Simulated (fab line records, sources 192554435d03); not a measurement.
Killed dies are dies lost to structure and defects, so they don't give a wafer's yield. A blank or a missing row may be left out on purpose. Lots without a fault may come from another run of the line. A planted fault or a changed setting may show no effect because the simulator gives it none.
fab line records | flow n5_finfet
record lots=12 wafers=28 last_day=17
route steps=1938 shown BEOL_M9@1461 BEOL_M10@1470
lots that met no fault: from a run of the same line without faults
start_h: hours from the record's first day to the start of the lot's first wafer shown | wait_h: hours since the lot's step before | " the same as in the row above | L1.1+2: a row that stands for several wafers | - no value, or no start given | * or withheld: withheld | < > ~ a bound
route shown NAME@n: a module of which the file shows steps, and the number in the route of the first | usual: mean/standard deviation of fault-free wafers | same: alike in all rows | chamber/n: place in a boat | sites: the reading at each site | _std_site: their standard deviation | _edge_site: outer sites' mean less inner sites' | radius_mm: how far each site lies from the wafer's centre | mask NAME#n: copy n | behind: the tool/chamber that last shaped the wafer | hold: why the lot was held/for how many hours/how that ended | device: the transistor (n, p or np) that didn't switch | end of line: the same wafers' tests at the end of the route | a step without rows: its recipe alone | killed: dies lost to structure and defects at the first sort, not the wafer's yield | map: a wafer's dies, x killed, . not, _ none there
set.NAME: the setting as run; set.NAME@STEP: as run at that earlier step | model.NAME: the simulator's own value behind a step, which no gauge read
steps of the route over a sample of lots; a table a step, a row a wafer
services: from which hour (start_h, from the record's first day; less than 0 if before it) a tool's chamber was out of use, for how many hours, and why
## steps
# step N5_BEOL_M9_SPUTTER_48
# recipe material=Cu target_thk_a=120 temp_c=-20 bias_v=60 power_w=26000 chamber_pressure_pa=0.13 time_s=2
# usual cathode_dc_power_W=26000/5.2 substrate_temp_c=-20.00/0.1 throttle_valve_pct=30.1/0.91
# columns lot.wafer tool chamber start_h wait_h cathode_dc_power_W substrate_temp_c throttle_valve_pct
L554.2 pvd_sputter-03 - 213.66 0.1 26003 -19.97 29.1
L554.3 " - " " 26004 -19.85 31.7
L554.6 " - " " 26000 -20.10 31.7
L553.1 pvd_sputter-02 - 223.46 0.2 26007 -19.96 29.5
L553.2 " - " " 25995 -20.06 29.0
L555.1 pvd_sputter-02 - 224.02 0.7 26002 -19.90 29.3
L555.3 " - " " 26005 -20.06 29.0
L557.1 pvd_sputter-01 - 242.41 0.2 25991 -20.07 30.4
L557.2 " - " " 25999 -20.18 31.7
L557.5 " - " " 25999 -19.88 31.9
L560.3 pvd_sputter-01 - 256.70 0.1 26003 -20.04 30.5
L560.4 " - " " 25993 -20.02 29.6
L565.4 pvd_sputter-02 - 281.71 0.6 26001 -20.06 28.9
L565.6 " - " " 26002 -20.11 29.2
L567.1 pvd_sputter-02 - 293.90 0.4 26000 -20.14 29.8
L567.6 " - " " 26003 -19.87 29.3
L570.1 pvd_sputter-01 - 318.13 0.1 26013 -19.92 30.7
L570.2 " - " " 26007 -19.83 30.5
L570.4 " - " " 26003 -20.08 31.8
L569.2 pvd_sputter-01 - 322.78 0.1 26004 -19.95 31.8
L569.6 " - " " 26002 -19.98 31.1
L571.3 pvd_sputter-03 - 328.96 0.1 25996 -20.01 29.2
L571.4 " - " " 25998 -20.00 30.1
L573.2 pvd_sputter-03 - 347.79 0.1 25996 -20.07 29.4
L573.5 " - " " 26009 -20.14 30.0
L576.1 pvd_sputter-02 - 355.50 0.2 25997 -19.75 29.6
L576.3 " - " " 26000 -19.93 29.1
L576.4 " - " " 26005 -20.02 29.5
# step N5_BEOL_M9_DEP_56
# recipe material=SiCN target_thk_a=150 temp_c=withheld precursor=3MS/NH3 pressure_torr=3 rf_w=202 time_s=26.5
# usual rf_fwd_power_W=199.5/1.1 showerhead_plenum_p_Torr=3.667/0.011 throttle_valve_pct=9.0/0.48
# columns lot.wafer tool chamber start_h wait_h rf_fwd_power_W showerhead_plenum_p_Torr since_wet_clean_h throttle_valve_pct
L554.2 pecvd-02 0 214.54 0.0 199.5 3.647 1100 9.5
L554.3 " 2 " " 199.6 3.664 346 9.0
L554.6 " 1 " " 200.7 3.662 - 9.6
L553.1 pecvd-01 2 224.48 0.0 197.1 3.670 174 8.5
L553.2 " 1 " " 201.3 3.668 1653 9.1
L555.1 pecvd-02 2 224.97 0.0 200.2 3.679 356 9.0
L555.3 " 0 " " 199.7 3.641 1110 9.5
L557.1 pecvd-02 1 243.43 0.0 199.3 3.659 1854 9.3
L557.2 " 2 " " 199.3 3.683 375 9.2
L557.5 " 0 " " 199.5 3.646 - 9.6
L560.3 pecvd-01 2 257.58 0.0 198.3 3.658 207 8.6
L560.4 " 0 " " 200.3 3.665 - 8.6
L565.4 pecvd-01 0 282.63 0.0 200.1 3.671 - 8.3
L565.6 " 2 " " 197.5 3.661 - 8.3
L567.1 pecvd-03 0 294.78 0.0 198.6 3.659 1361 9.4
L567.6 " 1 " " 198.3 3.670 - 9.3
L570.1 pecvd-02 1 319.40 0.0 200.6 3.662 1930 9.1
L570.2 " 0 " " 200.1 3.657 1205 9.5
L570.4 " 2 " " 199.4 3.676 - 9.2
L569.2 pecvd-02 0 323.82 0.0 199.8 3.656 1209 9.6
L569.6 " 1 " " 200.4 3.672 - 9.4
L571.3 pecvd-01 1 329.86 0.0 201.8 3.682 1759 9.3
L571.4 " 0 " " 200.2 3.662 - 8.4
L573.2 pecvd-01 0 349.24 0.0 200.4 3.662 609 8.5
L573.5 " 1 " " 200.7 3.666 - 9.3
L576.1 pecvd-02 2 357.18 0.0 199.4 3.683 488 9.4
L576.3 " 0 " " 198.6 3.648 1242 9.5
L576.4 " 1 " " 200.6 3.660 - 9.3
# step N5_BEOL_M9_INSPECT_58
# recipe inspect_instrument=darkfield mode=post_dep
# usual raw_defect_count=64/21
# columns lot.wafer tool chamber start_h wait_h raw_defect_count
L554.2 defect_inspect-01 - 214.64 0.0 34
L554.3 " - " " 46
L554.6 " - " " 80
L553.1 defect_inspect-02 - 224.58 0.0 51
L553.2 " - " " 51
L555.1 defect_inspect-02 - 225.07 0.0 92
L555.3 " - " " 73
L557.1 defect_inspect-02 - 243.52 0.0 57
L557.2 " - " " 60
L557.5 " - " " 71
L560.3 defect_inspect-02 - 257.68 0.0 53
L560.4 " - " " 70
L565.4 defect_inspect-02 - 282.71 0.0 56
L565.6 " - " " 49
L567.1 defect_inspect-02 - 294.88 0.0 53
L567.6 " - " " 48
L570.1 defect_inspect-02 - 319.50 0.0 56
L570.2 " - " " 59
L570.4 " - " " 68
L569.2 defect_inspect-01 - 323.92 0.0 50
L569.6 " - " " 33
L571.3 defect_inspect-02 - 329.96 0.0 95
L571.4 " - " " 82
L573.2 defect_inspect-01 - 349.34 0.0 57
L573.5 " - " " 61
L576.1 defect_inspect-02 - 357.28 0.0 73
L576.3 " - " " 71
L576.4 " - " " 42
# step N5_BEOL_M10_ILD_DEP_00
# recipe material=SiCOH_lowk target_thk_a=3085.1 temp_c=300 precursor=DEMS/porogen pressure_torr=5 rf_w=500 time_s=58
# usual heater_power_outer_w=123/24 heater_power_w=277/39 rf_fwd_power_W=495.2/1.8 run_length_s=100.8/0.4 showerhead_plenum_p_Torr=5.740/0.016 throttle_valve_pct=14.1/0.51
# columns lot.wafer tool chamber start_h wait_h heater_power_outer_w heater_power_w rf_fwd_power_W run_length_s showerhead_plenum_p_Torr since_wet_clean_h throttle_valve_pct
L554.2 pecvd-04 1 214.68 0.0 93 227 497.0 100.2 5.733 1462 13.9
L554.3 " 0 " " 135 292 495.0 100.8 5.710 737 13.8
L554.6 " 0 " " 145 306 494.9 100.6 5.722 - 13.5
L553.1 pecvd-02 0 224.61 0.0 102 264 495.2 101.2 5.719 1110 14.6
L553.2 " 2 " " 162 317 495.4 100.9 5.752 356 13.7
L555.1 pecvd-02 0 225.11 0.0 84 236 495.6 100.5 5.728 1110 14.7
L555.3 " 1 " " 101 237 497.4 101.2 5.745 1835 14.6
L557.1 pecvd-04 0 243.56 0.0 130 290 497.5 101.0 5.712 766 13.8
L557.2 " 2 " " 112 251 494.9 101.4 5.750 2216 13.7
L557.5 " 2 " " 65 193 497.5 101.4 5.754 - 13.8
L560.3 pecvd-02 1 257.72 0.0 97 235 495.4 101.1 5.743 1868 14.3
L560.4 " 0 " " 117 285 493.8 100.8 5.744 - 14.4
L565.4 pecvd-02 1 282.77 0.1 118 263 492.0 101.7 5.732 - 14.6
L565.6 " 2 " " 127 259 498.7 106.8 5.755 - 14.0
L567.1 pecvd-02 1 294.92 0.0 113 251 495.4 101.1 5.733 1905 14.5
L567.6 " 1 " " 120 262 496.2 106.9 5.735 - 14.4
L570.1 pecvd-03 2 319.54 0.0 122 275 497.0 101.0 5.762 581 13.0
L570.2 " 0 " " 157 332 494.1 100.6 5.723 1386 14.2
L570.4 " 1 " " 181 392 492.5 100.1 5.742 - 14.4
L569.2 pecvd-02 2 323.96 0.0 132 284 497.7 106.6 5.784 455 14.1
L569.6 " 0 " " 110 275 496.5 107.4 5.720 - 14.4
L571.3 pecvd-04 1 330.00 0.0 135 285 496.6 100.5 5.728 1578 14.0
L571.4 " 2 " " 107 249 495.0 101.2 5.743 - 12.9
L573.2 pecvd-04 0 349.38 0.0 126 281 496.5 101.0 5.732 872 13.6
L573.5 " 0 " " 131 296 496.2 100.8 5.722 - 13.9
L576.1 pecvd-03 0 357.32 0.0 146 321 493.7 101.0 5.740 1424 14.5
L576.3 " 1 " " 161 368 492.7 100.1 5.733 2149 14.3
L576.4 " 0 " " 151 322 493.2 100.7 5.728 - 14.5
# step N5_BEOL_M10_THK_MEAS_01
# recipe reads=SiCOH_lowk_of_BEOL_M10_ILD_DEP_00
# usual M10_ILD_THK=268/3.8
# columns lot.wafer tool chamber start_h wait_h M10_ILD_THK[nm]
L554.2 film_metro-02 - 215.27 0.4 267
L554.3 " - " " 270
L554.6 " - " " 274
L553.1 film_metro-02 - 225.21 0.4 267
L553.2 " - " " 268
L555.1 film_metro-01 - 226.18 0.8 265
L555.3 " - " " 260
L557.1 film_metro-02 - 244.36 0.4 266
L557.2 " - " " 269
L557.5 " - " " 271
L560.3 film_metro-01 - 258.31 0.3 264
L560.4 " - " " 269
L565.4 film_metro-01 - 283.36 0.2 268
L565.6 " - " " 303
L567.1 film_metro-01 - 295.51 0.4 264
L567.6 " - " " 299
L570.1 film_metro-01 - 320.13 0.4 273
L570.2 " - " " 266
L570.4 " - " " 269
L569.2 film_metro-01 - 324.55 0.4 290
L569.6 " - " " 296
L571.3 film_metro-02 - 330.59 0.3 264
L571.4 " - " " 271
L573.2 film_metro-02 - 349.97 0.4 265
L573.5 " - " " 266
L576.1 film_metro-01 - 357.91 0.4 266
L576.3 " - " " 263
L576.4 " - " " 269
## services
# columns tool chamber start_h hours kind
pecvd-03 - 194.16 6.6 repair
pecvd-04 1 198.86 14.1 repair
pecvd-04 2 217.99 6.7 repair
pecvd-01 1 218.87 5.0 scheduled_down
pecvd-04 2 246.07 5.5 scheduled_down
pecvd-04 2 251.58 - clean
pecvd-04 2 251.58 - consumable_replace:showerhead
pecvd-04 2 251.58 29.0 scheduled_down
pecvd-04 2 251.58 29.0 vent_cycle
pecvd-03 - 257.52 0.3 repair
pvd_sputter-01 - 265.60 4.9 repair
pvd_sputter-02 - 306.05 1.9 repair
pecvd-01 - 318.31 6.0 pm
pecvd-03 0 330.27 10.9 repair
pvd_sputter-03 - 352.94 1.0 repair
## key
first_sign step=N5_BEOL_M10_ILD_DEP_00 reading=run_length_s direction=up sigmas=15 usual=* struck=*
effect step=N5_BEOL_M10_THK_MEAS_01 reading=M10_ILD_THK direction=up sigmas=7.5 usual=268 struck=297
met_at N5_BEOL_M10_ILD_DEP_00
struck_lots L565,L567,L569
struck_wafers L565.6,L567.6,L569.2,L569.6
not_acting_at N5_BEOL_M9_SPUTTER_48,N5_BEOL_M9_DEP_56,N5_BEOL_M9_INSPECT_58
onset_between 257.72 282.77
fault kind=process_parameter_drift tool=pecvd-02 chamber=- onset_h=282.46 steps=N5_BEOL_M10_ILD_DEP_00 channel=time_s offset=* shape=step end_h=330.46 scope=struck_wafers_only acts_in=* stated=*
